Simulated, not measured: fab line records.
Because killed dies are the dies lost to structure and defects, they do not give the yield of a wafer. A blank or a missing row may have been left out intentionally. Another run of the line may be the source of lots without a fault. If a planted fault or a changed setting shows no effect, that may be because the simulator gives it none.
Problem report in the 8D (eight disciplines) form, filled by code    flow nand-harc    the parts of the form that need people (team, actions taken, sign-off) are left out

## 1. PROBLEM STATEMENT
At NHARC_END_SORT_01, sort_bin_3_pct averages 2.80 % over 2 wafers from 2 lots, while fault-free wafers read 0.25 %, standard deviation 0.22. Relative to the usual mean, that is a shift of +12 standard deviations.
Seen first at day 23 07:01 on prober-01, wafer L649.4. Wafers with a number at this step in the record: 6, from 2 lots. Rule for "out" (also "out of limits"): further than 4 standard deviations from the usual mean. Any other wafer with a number is counted as sound.

## 2. WHAT IT IS, WHAT IT ISN'T
question                     is                                                                                                               is not
which readings at this step  sort_bin_3_pct, defect-limited-yield, killed-at-array, killed-dies, sort_bin_2_pct, sort-n-pass, sort-yield-pct  killed-at-other, killed-open, killed-short, sort-rim-yield-pct
which lots                   L649, L653                                                                                                       -
which wafers of those lots   L649.4, L653.1                                                                                                   L649.1, L649.3, L653.3, L653.6
read on which gauges         prober-01, prober-02                                                                                             -
when                         from day 23 07:01                                                                                                up to then (2 sound wafers); but 2 sound wafers of L653 came after

## 3. THE SUSPECTS, EACH WITH WHAT RULES IT OUT
Counting: if a tool at a process step up to the reading ran every lot that is out, it stays a suspect. Sound lots after the first of them don't rule it out here, since some wafers of a struck lot are sound.
- ruled out: the gauge at NHARC_END_SORT_01. 2 gauges (prober-01, prober-02) read the wafers that are out.
- pvd-sputter-02 at NHARC_A_BONDPAD_PVD_17 (deposits TaN, target thk 5 nm, time 8.06 s): kept. It ran every lot that is out, first L649 (day 21 19:05).
- pvd-sputter-02 at NHARC_A_BONDPAD_PVD_27 (deposits Cu, target thk 30 nm, time 20.49 s): kept. It ran every lot that is out, first L649 (day 22 20:14). NHARC_A_BONDPAD_PVD_27 gives no start for some lots, so the hours and the order of its lots are those of NHARC_THIN_TSV_ETCH_36.
- plasma-asher-01 at NHARC_THIN_TSV_STRIP_56 (strips in O2): kept. It ran every lot that is out, first L649 (day 22 20:22).
Left after counting: pvd-sputter-02 at NHARC_A_BONDPAD_PVD_17, pvd-sputter-02 at NHARC_A_BONDPAD_PVD_27, plasma-asher-01 at NHARC_THIN_TSV_STRIP_56.

## 4. THE CAUSE (what the simulator had put in)
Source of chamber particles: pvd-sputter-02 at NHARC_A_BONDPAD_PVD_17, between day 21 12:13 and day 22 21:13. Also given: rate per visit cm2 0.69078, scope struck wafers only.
3 suspects survive the count, and this tool is in that group.

## 5. THE EFFECT CHAIN, in route order
One row per reading whose mean, taken over the struck wafers that have a number, lies over 3 standard deviations from the usual. Scope: only readings with a usual standard deviation given in the record; hours: median across lots of the time from each lot's start at the first step in this table that gives one to its start at this step; sigmas: change in usual standard deviations.
hours  step               reading               usual   on struck wafers  change  sigmas
0      NHARC_END_SORT_01  defect-limited-yield  95.4 %  83.3              -12.1   -6.7
0      NHARC_END_SORT_01  killed-at-array       27      105               +78     +7.1
0      NHARC_END_SORT_01  killed-dies           31      112               +82     +6.8
0      NHARC_END_SORT_01  sort_bin_2_pct        1.5 %   7.3               +5.8    +8.2
0      NHARC_END_SORT_01  sort_bin_3_pct        0.25 %  2.80              +2.55   +12
0      NHARC_END_SORT_01  sort-n-pass           646     564               -82     -6.8
0      NHARC_END_SORT_01  sort-yield-pct        95.4 %  83.3              -12.1   -6.7

## 6. WHAT WOULD HAVE CAUGHT IT SOONER
The first out-of-limits reading at a measuring or inspecting step in this record came at day 23 07:01, 43 hours after the fault's start at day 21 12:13.
No tool reading at NHARC_A_BONDPAD_PVD_17 that has a usual standard deviation in the record was out on any struck wafer, so an alarm limit of 4 standard deviations on those readings would not have fired.
By day 23 07:01, every lot that is out (2) had started NHARC_A_BONDPAD_PVD_17 on pvd-sputter-02. Holding the tool at that point would not have protected any of them.
